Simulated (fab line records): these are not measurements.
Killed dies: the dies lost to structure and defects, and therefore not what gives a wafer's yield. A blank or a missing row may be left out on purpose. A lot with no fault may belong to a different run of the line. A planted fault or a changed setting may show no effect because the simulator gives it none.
Chamber matching | flow nandHarc | cmp-01 running NHARC_A_BLC_CMP_25: 4 sister chambers
The step polishes, t overpolish 30 s, target thk 150 nm. 14 wafers are shown with their chamber, then 7 later ones without.

== WAFERS, EACH WITH ITS CHAMBER ==
wafer  | chamber | motorCurrentA (A) | slurryFlowMlMin | edgeZonePressureFrac
L817.2 | 1       | 13.0              | 150.5           | 1.002
L817.5 | 0       | 13.4              | 150.0           | 1.004
L817.6 | 3       | 12.3              | 150.2           | 1.005
L829.1 | 0       | 12.4              | 150.6           | 1.002
L829.2 | 2       | 10.5              | 150.4           | 0.998
L829.3 | 1       | 13.5              | 150.3           | 1.007
L830.1 | 2       | 10.2              | 149.2           | 0.995
L830.5 | 0       | 13.2              | 149.1           | 1.007
L830.6 | 1       | 13.2              | 150.4           | 1.006
L833.1 | 1       | 12.9              | 150.3           | 1.002
L833.2 | 3       | 11.7              | 151.0           | 0.994
L833.5 | 2       | 10.4              | 148.8           | 1.006
L831.2 | 2       | 10.8              | 149.4           | 1.011
L831.5 | 3       | 11.9              | 150.1           | 0.988

SIGNATURES, as means of the wafers listed above
reading              | chamber 0 | chamber 1 | chamber 2 | chamber 3 | scatter within a chamber
motorCurrentA        | 13.000    | 13.150    | 10.475    | 11.967    | 0.338
slurryFlowMlMin      | 149.900   | 150.375   | 149.450   | 150.433   | 0.552
edgeZonePressureFrac | 1.00433   | 1.00425   | 1.00250   | 0.99567   | 0.00586
Rule: distance of a wafer from a chamber = root of the sum over the readings of ((wafer's reading minus chamber's mean) / reading's scatter) squared. The wafer belongs to the nearest chamber; if the next one is less than 2 further off, it can't be placed. How the scatter is found: for the shown wafers, subtract from each reading the mean of its chamber, square and add these, divide the total by (wafers less chambers), then take the root.

== WAFERS WHOSE CHAMBER IS MISSING ==
wafer  | motorCurrentA (A) | slurryFlowMlMin | edgeZonePressureFrac
L831.6 | 13.2              | 149.7           | 0.997
L832.2 | 10.4              | 149.7           | 1.003
L832.3 | 13.6              | 149.7           | 0.994
L832.4 | 12.0              | 150.0           | 0.995
L836.1 | 12.1              | 149.4           | 0.997
L836.2 | 10.8              | 150.4           | 0.998
L836.4 | 13.3              | 150.1           | 1.004

== WHICH CHAMBER EACH ONE RAN IN ==
wafer  | from the rows above          | in truth
L831.6 | can't be placed: 0 or 1      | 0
L832.2 | 2                            | 2
L832.3 | can't be placed: 1 or 0      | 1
L832.4 | 3                            | 3
L836.1 | can't be placed: 3 or 0 or 1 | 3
L836.2 | can't be placed: 2 or 3      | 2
L836.4 | can't be placed: 1 or 0      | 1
Correctly placed: 2 of 7. These rows do not allow placing 5 (true chamber among the candidates in 5). 0 placed wrongly.
